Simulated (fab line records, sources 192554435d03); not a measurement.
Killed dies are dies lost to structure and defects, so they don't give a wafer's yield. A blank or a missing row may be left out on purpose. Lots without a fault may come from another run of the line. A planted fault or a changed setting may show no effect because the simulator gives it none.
A struck lot beside a sound one | flow n5_finfet | 39 steps out of a route of 1938
Sound: wafers L462.2, L462.4, L462.6. Struck: wafer L470.4. (L470.3 of the same lot was not struck and is left out.) The cause comes at the end.
At each step with rows: each side's tool, then ch and its chambers, then its first start. Under that, the readings that differ: sound wafers | struck wafers | difference of the means | sigmas: that difference in standard deviations of wafers without a fault.
alike: readings whose means differ by less than 2 such deviations, and words and numbers that are the same on both sides. not compared: withheld readings, readings that some wafer has no value for, bounds like >300 that may hide the same value, and numbers for which the record gives no deviation and whose values overlap.
The two part at a step that has a row with sigmas, a row that says differs or no value, or rows on one side only. Numbers that don't overlap but have no deviation are shown without sigmas and don't part them. A reading that every wafer of one side lacks parts them only if that side has two wafers or more.

first, 11 steps without rows for these wafers: N5_BEOL_M4_STRIP_65 (strips in N2/H2); N5_BEOL_M4_STRIP_75 (strips in N2/H2); N5_BEOL_M4_STRIP_66 (strips in CF4); N5_BEOL_M4_HM_OPEN_17 (chemistry Cl2/BCl3, target TiN, target depth 20 nm, overetch 6 nm); N5_BEOL_M4_STRIP_19 (strips in O2); N5_BEOL_M4_COAT_67 (time 60 s, resist thk 60 nm); N5_BEOL_M4_COAT_68 (time 60 s, resist thk 12 nm); N5_BEOL_M4_COAT_76 (time 60 s, resist thk 5 nm); N5_BEOL_M4_COAT_22 (resist thk 30 nm); N5_BEOL_M4_EBR_24; N5_BEOL_M4_SOFTBAKE_23 (time 60 s).
N5_BEOL_M4_EXPOSE_25: exposes mask V3, defocus 5 nm.
  sound on euv_scanner-01 ch 0, day 12 08:54; struck on euv_scanner-01 ch 0, day 13 22:59
  alike: mask
then, 2 steps without rows for these wafers: N5_BEOL_M4_PEB_26 (peb time 60 s); N5_BEOL_M4_DEVELOP_27 (develop time 30 s).
N5_BEOL_M4_CD_MEAS_28: target cd 26.2 nm, target cd y 24.1 nm.
  sound on cd_sem-02 ch 0, day 12 09:02; struck on cd_sem-01 ch 0, day 13 23:07
  reading    | sound             | struck | difference | sigmas
  cd_nm (nm) | 26.15 25.88 26.07 | 23.87  | -2.16      | -9
then, 22 steps without rows for these wafers: N5_BEOL_M4_DESCUM_33 (chemistry O2, time 7 s); N5_BEOL_M4_ETCH_77 (etches underlayer in N2/H2, target depth 6.5 nm, time 5.2 s); N5_BEOL_M4_ETCH_69 (etches SiARC in CF4, target depth 15.6 nm, time 26 s); N5_BEOL_M4_ALD_98 (deposits SiO2, target thk 2.5 nm, pulse time 1 s, co reactant pulse time 1 s); N5_BEOL_M4_ETCHBACK_99 (etches SiO2 in CHF3, target depth 5 nm, time 10.4 s); N5_BEOL_M4_ETCH_70 (etches SOC in N2/H2, target depth 80 nm, overetch 24 nm, time 130 s); N5_BEOL_M4_STRIP_71 (strips in N2/H2); N5_BEOL_M4_STRIP_78 (strips in N2/H2); N5_BEOL_M4_VIA_ETCH_34 (etches the open film in C4F6/O2, target depth 69.4 nm, time 65.9 s); N5_BEOL_M4_STRIP_83 (strips in C4F6/O2); N5_BEOL_M4_STRIP_36 (strips in N2/H2); N5_BEOL_M4_TRENCH_ETCH_37 (etches SiOC in C4F6/O2, target depth 55.555 nm, time 29.2 s); N5_BEOL_M4_ETCH_41 (etches SiCN in CH3F/O2, target depth 29.9 nm, time 52.5 s); N5_BEOL_M4_STRIP_97 (strips in N2/H2, time 10 s); N5_BEOL_M4_HM_STRIP_39 (strips TiN in peroxide tin strip, target depth 25 nm, time 158 s); N5_BEOL_M4_SRD_40 (time 30 s); N5_BEOL_M4_PRECLEAN_42 (cleans in residue remover, time 60 s); N5_BEOL_M4_SRD_43 (time 30 s); N5_BEOL_M4_DEGAS_44 (time 60 s); N5_BEOL_M4_PRE_CLEAN_45 (time 30 s); N5_BEOL_M4_ALD_84 (deposits TaN, pulse time 2 s, purge time 3 s, co reactant purge time 2 s); N5_BEOL_M4_SURFACE_TREAT_85.
N5_BEOL_M4_RC_MEAS_101:
  the record has rows for the sound wafers here (prober-01 ch 0, day 12 20:34) and none for the struck ones
-- the record jumps here: 5 days lie between the struck wafers' starts before and after (it left off in module BEOL_M4 and takes up again in module PASSIVATION, whose first step shown is number 1936 of the route) --
N5_PASSIVATION_PROBE_49:
  sound on prober-01, day 17 17:20; struck on prober-01, day 19 02:37
  reading                  | sound          | struck | difference | sigmas
  defect_limited_yield (%) | 88.6 91.4 91.4 | 0      | -90        | -65
  killed_at_M4_up          | 13 26 10       | 1081   | +1065      | +99 or more
  killed_dies              | 134 102 102    | 1180   | +1067      | +63
  killed_on_rim            | 19 13 17       | 152    | +136       | +35
  sort_bin_8_speed (%)     | 0 0.08 0       | 0      | +0         | -4
  sort_n_pass              | 1046 1077 1078 | 0      | -1067      | -63
  sort_yield_pct (%)       | 88.6 91.3 91.4 | 0      | -90        | -65
  alike: killed_at_M0_to_M3, killed_at_contacts, killed_at_front_end, killed_at_other, killed_open, killed_short, sort_bin_5_function, sort_bin_6_memory

WHERE THEY PART
First at N5_BEOL_M4_CD_MEAS_28; last, within this record, at N5_PASSIVATION_PROBE_49.

WHY: what the simulator had put in
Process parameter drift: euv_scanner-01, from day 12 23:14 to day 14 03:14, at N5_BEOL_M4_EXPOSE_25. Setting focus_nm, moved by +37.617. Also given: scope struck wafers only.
